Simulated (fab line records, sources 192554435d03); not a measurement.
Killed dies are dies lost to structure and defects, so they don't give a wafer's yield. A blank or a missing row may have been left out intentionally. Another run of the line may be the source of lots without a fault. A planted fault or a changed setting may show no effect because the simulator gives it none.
Matching of chambers + flow n5_finfet + N5_BEOL_M10_CURE_71 on uv_cure-02 has 3 sister chambers
The step cures SiCOH lowk, time 240 s. 6 wafers are shown with their chamber, then 12 later ones without.

== EACH WAFER AND ITS CHAMBER ==
| wafer  | chamber | wafer_temp_C_max | lamp_power_pct (%) |
|--------|---------|------------------|--------------------|
| L083.4 | 1       | 385.9            | 52.35              |
| L083.5 | 1       | 385.9            | 52.25              |
| L086.3 | 2       | 386.8            | 52.26              |
| L086.5 | 2       | 386.9            | 52.25              |
| L087.5 | 0       | 386.1            | 52.29              |
| L087.6 | 0       | 386.6            | 52.34              |

== WAFERS WHOSE CHAMBER IS MISSING ==
| wafer  | wafer_temp_C_max | lamp_power_pct (%) |
|--------|------------------|--------------------|
| L090.2 | 386.1            | 52.45              |
| L090.3 | 386.6            | 52.31              |
| L090.5 | 386.6            | 52.35              |
| L092.2 | 386.5            | 52.39              |
| L092.4 | 386.8            | 52.40              |
| L092.5 | 387.2            | 52.30              |
| L095.1 | 386.9            | 52.30              |
| L095.4 | 387.2            | 52.34              |
| L095.6 | 386.6            | 52.38              |
| L097.3 | 386.3            | 52.38              |
| L097.5 | 386.5            | 52.28              |
| L097.6 | 385.8            | 52.38              |

== CHAMBER TAKEN BY EACH ==
| wafer  | from the rows above          | in truth |
|--------|------------------------------|----------|
| L090.2 | can't be placed: 0 or 1      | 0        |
| L090.3 | can't be placed: 0 or 2      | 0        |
| L090.5 | can't be placed: 0 or 2      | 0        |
| L092.2 | can't be placed: 0 or 2 or 1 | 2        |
| L092.4 | can't be placed: 0 or 2 or 1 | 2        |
| L092.5 | 2                            | 2        |
| L095.1 | can't be placed: 2 or 0      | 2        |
| L095.4 | can't be placed: 2 or 0      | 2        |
| L095.6 | can't be placed: 0 or 2 or 1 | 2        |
| L097.3 | can't be placed: 0 or 1      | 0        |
| L097.5 | can't be placed: 0 or 2 or 1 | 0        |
| L097.6 | can't be placed: 1 or 0      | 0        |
Correctly placed: 1 of 12. Can't be placed from these rows: 11 (the true chamber is among the candidates in 11). 0 placed wrongly.
How it was worked out, from the rows above alone: a wafer's distance from a chamber is the root of the sum, over the readings, of the square of ((its reading less the chamber's mean) divided by the reading's scatter). If the next closest chamber is less than 2 further off than the closest, the wafer can't be placed; otherwise it belongs to the closest. The mean given for a chamber averages the wafers shown for that chamber. How the scatter is found: for the shown wafers, subtract from each reading the mean of its chamber, square and add these, divide the total by (wafers less chambers), then take the root.
